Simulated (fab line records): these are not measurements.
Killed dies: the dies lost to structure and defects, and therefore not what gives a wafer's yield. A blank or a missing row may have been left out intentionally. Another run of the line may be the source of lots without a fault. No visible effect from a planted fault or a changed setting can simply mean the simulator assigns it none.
Which tool was responsible?    flow n5-finfet    23 lots with 69 wafers sampled at 3 steps, on a route of 1938 steps

## WHAT EACH GAUGE READ, for each wafer
N5_BEOL_M10_OVL_MEAS_29. Usual: for V9_OVL the level is -0.2 nm and the standard deviation is 0.74.
lot   measured      on          V9_OVL (nm)     flag
L075  day 10 18:22  overlay-02  0.0 0.2 -0.1    
L078  day 12 20:14  overlay-02  -1.7 -0.7 -1.5  
L077  day 12 22:55  overlay-02  0.4 0.4 0.8     
L076  day 13 09:14  overlay-01  0.6 -0.1 0.4    
L083  day 13 09:20  overlay-02  0.6 0.4 0.6     
L080  day 13 14:46  overlay-01  0.5 0.0 0.1     
L081  day 13 14:56  overlay-02  -0.6 -1.0 -0.9  
L079  day 14 00:45  overlay-02  -0.9 -0.2 0.5   
L082  day 14 01:14  overlay-02  -1.1 0.0 -1.0   
L084  day 14 12:38  overlay-01  -0.8 0.2 0.7    
L086  day 14 18:19  overlay-02  -1.1 0.6 -0.1   
L085  day 14 23:26  overlay-01  -0.9 -1.3 -0.9  
L088  day 15 02:49  overlay-01  -1.7 -0.7 -1.4  
L087  day 15 06:58  overlay-01  0.6 0.3 0.2     
L091  day 15 14:44  overlay-02  -0.3 -0.9 -0.5  
L089  day 16 05:05  overlay-02  -0.2 0.1 0.4    
L093  day 16 08:47  overlay-02  -0.5 0.5 1.3    
L090  day 16 13:34  overlay-01  1.5 1.4 0.9     
L094  day 16 17:46  overlay-01  1.2 0.2 0.6     
L092  day 16 20:12  overlay-01  -0.8 0.4 -0.4   
L095  day 17 00:56  overlay-01  0.3 0.5 -1.1    
L096  day 17 17:13  overlay-02  -0.6 -0.6 -0.9  
L097  day 17 19:54  overlay-01  0.5 0.1 -0.7    

N5_BEOL_M11_CD_MEAS_11 targets a cd of 64.1 nm. Usual: cd-nm reads 64.0 nm (standard deviation 0.88).
lot   measured      on         cd-nm (nm)      flag
L075  day 11 02:12  cd-sem-01  63.3 62.9 63.5  
L078  day 13 06:01  cd-sem-01  64.4 63.7 64.0  
L077  day 13 06:52  cd-sem-02  63.3 63.4 63.5  
L076  day 13 13:16  cd-sem-01  63.4 63.5 63.4  
L083  day 13 15:50  cd-sem-02  63.7 63.2 64.1  
L080  day 13 19:50  cd-sem-03  63.7 63.8 63.8  
L081  day 13 21:17  cd-sem-02  64.3 64.9 65.5  
L079  day 14 06:24  cd-sem-03  64.4 63.7 64.2  
L082  day 14 09:43  cd-sem-01  62.5 62.6 62.8  
L084  day 14 18:29  cd-sem-02  63.7 62.6 63.7  
L086  day 15 00:47  cd-sem-02  63.6 63.7 65.3  
L085  day 15 04:49  cd-sem-01  64.4 65.0 65.2  
L088  day 15 07:42  cd-sem-01  64.8 63.9 65.4  
L087  day 15 15:21  cd-sem-03  64.5 65.0 65.6  
L091  day 15 21:43  cd-sem-03  62.8 62.9 62.7  
L089  day 16 10:47  cd-sem-01  64.8 63.9 64.7  
L093  day 16 14:56  cd-sem-01  62.9 63.2 64.1  
L090  day 16 18:59  cd-sem-01  65.9 64.9 65.1  
L094  day 16 23:16  cd-sem-02  64.4 64.1 65.3  
L092  day 17 01:56  cd-sem-01  65.1 63.9 65.7  
L095  day 17 08:28  cd-sem-02  62.7 63.5 63.0  
L096  day 17 23:12  cd-sem-01  64.2 63.6 63.9  
L097  day 18 02:10  cd-sem-02  64.9 63.9 64.6  

## TOOL THAT RAN EACH LOT (tool first, then ch and the chambers of the sampled wafers, then the start)
lot   N5_BEOL_M10_ETCH_65
L075  rie-diel-04 ch 0,1,3, day 10 18:28
L078  rie-diel-03 ch 0,2,3, day 12 20:19
L077  rie-diel-02 ch 0,3, day 12 23:01
L076  rie-diel-03 ch 0,1,2, day 13 09:20
L083  rie-diel-02 ch 2,3, day 13 09:40
L080  rie-diel-04 ch 1,3, day 13 14:57
L081  rie-diel-02 ch 0,1,3, day 13 15:01
L079  rie-diel-02 ch 0,1,2, day 14 01:13
L082  rie-diel-02 ch 1,2,3, day 14 01:41
L084  rie-diel-04 ch 1,3, day 14 12:51
L086  rie-diel-04 ch 0,1,2, day 14 18:25
L085  rie-diel-02 ch 0,1, day 14 23:37
L088  rie-diel-02 ch 0,1,2, day 15 02:55
L087  rie-diel-02 ch 0,1,2, day 15 08:47
L091  rie-diel-03 ch 1,2, day 15 14:54
L089  rie-diel-02 ch 0,2, day 16 05:10
L093  rie-diel-04 ch 0,2, day 16 08:53
L090  rie-diel-04 ch 0,1,3, day 16 13:41
L094  rie-diel-02 ch 1,2,3, day 16 18:10
L092  rie-diel-02 ch 1,2, day 16 20:18
L095  rie-diel-02 ch 2,3, day 17 01:02
L096  rie-diel-02 ch 1,2,3, day 17 17:50
L097  rie-diel-03 ch 0,1,3, day 17 20:11
- N5_BEOL_M10_ETCH_65: etches SiARC in CF4, target depth 39 nm, time 65 s.

## AS READ BY THE TOOLS THEMSELVES (means over the sampled wafers that have a number; for cases with no such wafer, the mark the record gives instead)
N5_BEOL_M10_ETCH_65. Usual: drypump-motor-current-A 5.7 A, standard deviation 0.42; etch-rf-on-time-s 64.5 s, standard deviation 1.5; oes-product-au 0.69 a.u., standard deviation 0.068; rf-vpp-V 184.1 V, standard deviation 1.2; showerhead-plenum-p-Torr 2.15 Torr, standard deviation 0.059; throttle-valve-pct 15.57 %, standard deviation 0.24.
lot   tool         drypump-motor-current-A (A)  etch-rf-on-time-s (s)  oes-product-au (a.u.)  rf-vpp-V (V)  showerhead-plenum-p-Torr (Torr)  throttle-valve-pct (%)  flag
L075  rie-diel-04  5.8                          65.2                   0.66                   184.7         2.16                             15.64                   
L078  rie-diel-03  5.0                          63.5                   0.68                   184.5         2.15                             15.67                   
L077  rie-diel-02  5.9                          64.2                   0.72                   183.3         2.11                             15.55                   
L076  rie-diel-03  5.3                          63.7                   0.70                   184.4         2.10                             15.56                   
L083  rie-diel-02  5.4                          64.7                   0.66                   184.2         2.17                             15.41                   
L080  rie-diel-04  5.8                          63.9                   0.66                   184.0         2.13                             15.72                   
L081  rie-diel-02  5.8                          64.3                   0.73                   183.5         2.11                             15.63                   
L079  rie-diel-02  5.7                          64.9                   0.69                   184.4         2.15                             15.65                   
L082  rie-diel-02  5.5                          64.2                   0.72                   184.0         2.13                             15.46                   
L084  rie-diel-04  5.8                          64.0                   0.65                   184.6         2.12                             15.75                   
L086  rie-diel-04  5.9                          62.4                   0.74                   183.9         2.19                             15.48                   
L085  rie-diel-02  5.7                          64.0                   0.73                   183.5         2.12                             15.71                   
L088  rie-diel-02  5.6                          64.5                   0.68                   183.4         2.15                             15.67                   
L087  rie-diel-02  5.7                          64.1                   0.68                   184.4         2.15                             15.68                   
L091  rie-diel-03  5.4                          65.3                   0.64                   182.7         2.06                             15.72                   
L089  rie-diel-02  5.9                          64.1                   0.64                   184.4         2.17                             15.82                   
L093  rie-diel-04  5.9                          62.4                   0.77                   185.8         2.20                             15.29                   
L090  rie-diel-04  5.8                          63.7                   0.70                   184.5         2.14                             15.56                   
L094  rie-diel-02  5.5                          64.6                   0.69                   183.7         2.12                             15.51                   
L092  rie-diel-02  5.4                          64.7                   0.69                   184.5         2.12                             15.59                   
L095  rie-diel-02  5.4                          64.6                   0.63                   185.5         2.15                             15.47                   
L096  rie-diel-02  5.5                          65.4                   0.68                   183.4         2.12                             15.53                   
L097  rie-diel-03  5.2                          65.8                   0.69                   184.7         2.16                             15.45                   

## THE ANSWER, worked out from the rows above alone
Rule: lot off if the mean of its wafers having a number is beyond 3 standard deviations from the usual mean. Also off: a lot with no number at a reading for which 4 or more lots have one. The other lots that the step has rows for count as sound. The gauges are gone through in route order, then the tools' own readings, and for those a lot's mean is taken as printed above. At the first step where some lot is off, the reading lying furthest off is the one used; lots without a number count as furthest.
No lot is off at any reading shown: from this, nothing can be told.

## WHAT THE SIMULATOR HAD INSERTED
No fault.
